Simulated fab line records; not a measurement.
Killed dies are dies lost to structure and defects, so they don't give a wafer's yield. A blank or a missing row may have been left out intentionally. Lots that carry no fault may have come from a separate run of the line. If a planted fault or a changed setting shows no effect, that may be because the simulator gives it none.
Struck lot and sound lot, side by side ; flow nand-harc ; 14 out of 1302 route steps
Sound: these wafers, L307.2, L307.5, L307.6. Struck: wafer L321.2 (left out: L321.3, L321.6 of the same lot, which were not struck); the cause appears at the end.
At each step with rows: each side's tool, then ch and its chambers, then its first start. Under that, the readings that differ: sound wafers ; struck wafers ; difference of the means ; sigmas: that difference in standard deviations of wafers without a fault.
alike: same words and numbers on both sides, and readings whose means sit less than 2 such deviations apart. not compared: any withheld reading, any reading some wafer has no value for, any bound like >300 that may hide the same value, and any number with overlapping values for which the record gives no deviation.
Wherever a step has rows on one side only, a row that says differs or no value, or a row with sigmas, the two part there. Numbers that have no deviation but don't overlap get no sigmas and don't part them. A reading missing from all wafers of one side parts the sides only when that side holds two or more wafers.

first, 7 steps without rows for these wafers: NHARC_A_M1_COAT_34 (time 65 s); NHARC_A_M1_COAT_03 (resist thk 90 nm); NHARC_A_M1_SOFTBAKE_04 (time 55 s); NHARC_A_M1_EBR_05; NHARC_A_M1_EXPOSE_06 (exposes mask A M1, target cd 120 nm); NHARC_A_M1_PEB_07 (peb time 65 s); NHARC_A_M1_DEVELOP_08 (develop time 35 s).
NHARC_A_M1_CD_MEAS_09: the cd target is 120 nm.
  sound on cd-sem-01 ch 0, day 24 09:14; struck on cd-sem-02 ch 0, day 30 10:47
  alike: cd-nm
NHARC_A_M1_OVL_MEAS_10: pitch 240 nm.
  sound on overlay-01, day 24 09:19; struck on overlay-02, day 30 10:52
  alike: overlay-x-nm, overlay-y-nm
NHARC_A_M1_INSPECT_11:
  sound on defect-inspect-02, day 24 09:22; struck on defect-inspect-02, day 30 10:54
  alike: raw-defect-count
NHARC_A_M1_DESCUM_14: chemistry O2, time 3 s.
  sound on rie-diel-05 ch 0,1,2, day 24 09:27; struck on rie-diel-01 ch 1, day 30 10:58
  alike: drypump-motor-current-A, mfc-ar-sccm, oes-product-au, rf-vpp-V, showerhead-plenum-p-Torr, throttle-valve-pct
  not compared: rf-hours-counter-h
NHARC_A_M1_ETCH_35: etches the open film in N2/H2, target depth 40 nm, overetch 12 nm, time 43.94 s.
  sound on rie-diel-05 ch 0,1,2, day 24 09:31; struck on rie-diel-01 ch 0, day 30 11:04
reading;sound;struck;difference;sigmas
mfc-ar-sccm (sccm);0.021 0 0;0.037;+0.030;+2
  alike: bias-w, drypump-motor-current-A, oes-product-au, rf-vpp-V, showerhead-plenum-p-Torr, throttle-valve-pct
  not compared: rf-hours-counter-h
NHARC_A_M1_ETCH_15: etches the open film in C4F8/Ar, target depth 182.5 nm, time 91.2 s.
  sound on rie-diel-05 ch 1,2, day 24 09:36; struck on rie-diel-01 ch 0, day 30 11:10
reading;sound;struck;difference;sigmas
bias-w (W);300.0 298.6 297.3;301.0;+2.4;+3
oes-product-au (a.u.);0.962 0.988 0.963;0.829;-0.142;-6
  alike: rf-vpp-V
  not compared: rf-hours-counter-h
NHARC_A_M1_CD_MEAS_16:
  sound on cd-sem-01, day 24 09:44; struck on cd-sem-01, day 30 11:19
  alike: cd-nm

## WHERE THEY PART
Last at NHARC_A_M1_ETCH_15 as far as this record goes, first at NHARC_A_M1_ETCH_35. Later steps at which nothing parts them and some readings are alike: NHARC_A_M1_CD_MEAS_16.

WHY: what the simulator had put in
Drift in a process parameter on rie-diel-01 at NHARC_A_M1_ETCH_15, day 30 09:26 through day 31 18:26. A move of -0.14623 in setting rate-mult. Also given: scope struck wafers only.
